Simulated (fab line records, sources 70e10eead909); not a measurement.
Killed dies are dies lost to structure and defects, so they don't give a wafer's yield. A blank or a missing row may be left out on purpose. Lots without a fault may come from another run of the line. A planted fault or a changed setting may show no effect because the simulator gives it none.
Which tool did it? | flow nand_harc | 13 lots, 39 wafers sampled, at 6 steps of a route of 1159

WHAT THE GAUGES READ, wafer by wafer
NHARC_A_ONON_D1_THK_MEAS_21: measures by ellipsometry.
lot  | measured     | on            | thk_nm (nm)
L140 | day 7 18:43  | film_metro-02 | 996 997 998
L141 | day 7 18:35  | film_metro-01 | 1000 998 998
L143 | day 8 17:42  | film_metro-02 | 991 992 991
L145 | day 9 09:10  | film_metro-02 | 982 983 983
L149 | day 10 06:54 | film_metro-01 | 668 995 996
L153 | day 11 08:26 | film_metro-01 | 1012 1013 1012
L155 | day 11 21:11 | film_metro-01 | 997 996 998
L156 | day 12 04:40 | film_metro-02 | 1010 1011 1009
L158 | day 12 13:40 | film_metro-02 | 1004 1003 1003
L159 | day 12 13:40 | film_metro-01 | 1009 1010 1009
L162 | day 13 02:42 | film_metro-02 | 979 980 979
L161 | day 13 02:40 | film_metro-01 | 998 997 997
L163 | day 13 18:55 | film_metro-02 | 1000 1004 1002

NHARC_A_ONON_D1_INSPECT_32.
lot  | measured     | on                | raw_defect_count
L140 | day 7 20:58  | defect_inspect-01 | 69 86 70
L141 | day 7 20:49  | defect_inspect-01 | 78 73 65
L143 | day 8 20:05  | defect_inspect-01 | 48 48 42
L145 | day 9 11:32  | defect_inspect-02 | 59 46 63
L149 | day 10 09:10 | defect_inspect-02 | 50 58 75
L153 | day 11 10:53 | defect_inspect-02 | 67 82 125
L155 | day 11 23:27 | defect_inspect-02 | 74 74 91
L156 | day 12 07:13 | defect_inspect-01 | 83 81 127
L158 | day 12 15:54 | defect_inspect-02 | 56 47 36
L159 | day 12 16:01 | defect_inspect-02 | 40 42 77
L162 | day 13 05:11 | defect_inspect-02 | 103 84 100
L161 | day 13 04:56 | defect_inspect-01 | 100 181 88
L163 | day 13 21:19 | defect_inspect-01 | 51 26 39

NHARC_END_SORT_01.
lot  | measured     | on        | killed_at_array | killed_at_other | killed_at_periphery | killed_dies | killed_open | killed_short
L149 | day 22 01:38 | prober-02 | 676 45 41       | 0 0 0           | 1 1 1               | 677 46 42   | 3 5 5       | 0 2 2

WHICH TOOL RAN EACH LOT (tool, then ch and the chambers of the sampled wafers, then the start)
lot  | NHARC_P_BONDPAD_PVD_27                  | NHARC_P_BONDPAD_CMP_19        | NHARC_A_ONON_D1_DEP_19
L140 | pvd_sputter-01, day 6 06:25 or earlier  | cmp-03 ch 1,2, day 6 06:25    | pecvd_onon-01 ch 0, day 7 18:13
L141 | pvd_sputter-01, day 6 07:16 or earlier  | cmp-02 ch 0,1,2, day 6 07:16  | pecvd_onon-04 ch 0, day 7 18:11
L143 | pvd_sputter-02, day 7 05:33 or earlier  | cmp-02 ch 0,2,3, day 7 05:33  | pecvd_onon-04 ch 0, day 8 17:11
L145 | pvd_sputter-02, day 7 20:05 or earlier  | cmp-03 ch 2,3, day 7 20:05    | pecvd_onon-03 ch 0, day 9 08:39
L149 | pvd_sputter-01, day 8 18:17 or earlier  | cmp-02 ch 1,2,3, day 8 18:17  | pecvd_onon-03 ch 0, day 10 06:23
L153 | pvd_sputter-03, day 9 21:04 or earlier  | cmp-03 ch 1,2,3, day 9 21:04  | pecvd_onon-01 ch 0, day 11 07:55
L155 | pvd_sputter-01, day 10 07:46 or earlier | cmp-04 ch 1,3, day 10 07:46   | pecvd_onon-01 ch 0, day 11 20:44
L156 | pvd_sputter-03, day 10 19:44 or earlier | cmp-02 ch 1,3, day 10 19:44   | pecvd_onon-04 ch 0, day 12 04:10
L158 | pvd_sputter-03, day 10 21:21 or earlier | cmp-04 ch 0,1,3, day 10 21:21 | pecvd_onon-04 ch 0, day 12 13:09
L159 | pvd_sputter-02, day 11 05:08 or earlier | cmp-02 ch 1,2,3, day 11 05:08 | pecvd_onon-01 ch 0, day 12 13:08
L162 | pvd_sputter-01, day 11 15:30 or earlier | cmp-04 ch 0,2, day 11 15:30   | pecvd_onon-01 ch 0, day 13 02:10
L161 | pvd_sputter-01, day 11 16:35 or earlier | cmp-04 ch 0,3, day 11 16:35   | pecvd_onon-04 ch 0, day 13 02:17
L163 | pvd_sputter-01, day 12 03:23 or earlier | cmp-04 ch 0,2,3, day 12 03:23 | pecvd_onon-04 ch 0, day 13 18:32
- NHARC_P_BONDPAD_PVD_27: deposits Cu, target thk 30 nm, time 20.49 s.
- NHARC_P_BONDPAD_CMP_19: polishes, t overpolish 30 s, cu recess touch 16 s, target thk 160.81 nm.
- NHARC_A_ONON_D1_DEP_19: target thk 1000 nm.

WHAT THE TOOLS THEMSELVES READ (means of the sampled wafers that have a number; where no wafer has one, the mark that the record gives instead)
NHARC_P_BONDPAD_PVD_27.
lot  | tool           | throttle_valve_pct (%)
L140 | pvd_sputter-01 | 29.4
L141 | pvd_sputter-01 | 29.9
L143 | pvd_sputter-02 | 28.9
L145 | pvd_sputter-02 | 29.3
L149 | pvd_sputter-01 | 30.4
L153 | pvd_sputter-03 | 29.8
L155 | pvd_sputter-01 | 30.0
L156 | pvd_sputter-03 | 30.2
L158 | pvd_sputter-03 | 29.8
L159 | pvd_sputter-02 | 29.0
L162 | pvd_sputter-01 | 30.0
L161 | pvd_sputter-01 | 30.4
L163 | pvd_sputter-01 | 29.7

NHARC_P_BONDPAD_CMP_19.
lot  | tool   | edge_zone_pressure_frac | motor_current_A (A) | overpolish_run_s (s)
L140 | cmp-03 | 1.004                   | 12.9                | 29.993
L141 | cmp-02 | 1.002                   | 11.5                | 30.001
L143 | cmp-02 | 1.001                   | 12.5                | 29.998
L145 | cmp-03 | 1.000                   | 13.2                | 29.995
L149 | cmp-02 | 0.996                   | 11.5                | 29.996
L153 | cmp-03 | 0.997                   | 13.0                | 30.004
L155 | cmp-04 | 1.000                   | 12.8                | 30.011
L156 | cmp-02 | 0.998                   | 11.3                | 30.000
L158 | cmp-04 | 0.994                   | 12.0                | 30.006
L159 | cmp-02 | 1.000                   | 11.8                | 30.003
L162 | cmp-04 | 0.999                   | 10.8                | 30.007
L161 | cmp-04 | 0.998                   | 11.3                | 29.992
L163 | cmp-04 | 1.005                   | 12.3                | 30.001

THE ANSWER, worked out from the rows above alone
Rule: what is usual is taken from the lots themselves. Put in order of their means at a reading, lots are off if they are a third of the lots or fewer, leave a main group of 4 or more, and stand apart from it by a gap of 3 or more times the standard deviation of the main group's means; of several such gaps the widest counts. A main group whose means are all the same, to the digits that the tables above print for the reading, isn't used. A lot without any number at a reading at which 4 lots or more have one is off too. The other lots that the step has rows for count as sound. The gauges are gone through in route order, then the tools' own readings, and for those a lot's mean is taken as printed above. The first step at which some lot is off is used, and at that step the reading that is off furthest; a lot without a number counts as furthest.
Off: L149, at NHARC_A_ONON_D1_THK_MEAS_21 (thk_nm). The main group: mean 998 nm, standard deviation 9.8.
A tool fits if, at a process step before that reading, it ran every lot that is off, and no sound lot after the first of them. The gauges at NHARC_A_ONON_D1_THK_MEAS_21 are tried like those tools. NHARC_P_BONDPAD_PVD_27 gives no start for some lots, so the hours and the order of its lots are those of NHARC_P_BONDPAD_CMP_19. One fits: pecvd_onon-03 at NHARC_A_ONON_D1_DEP_19. Its last sound lot is L145 (day 9 08:39), its first lot that is off L149 (day 10 06:23): a fault that began between those two fits.

WHAT THE SIMULATOR HAD PUT IN
Process parameter drift: pecvd_onon-03, from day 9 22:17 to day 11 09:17, at NHARC_A_ONON_D1_DEP_19. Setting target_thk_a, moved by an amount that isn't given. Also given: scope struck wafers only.
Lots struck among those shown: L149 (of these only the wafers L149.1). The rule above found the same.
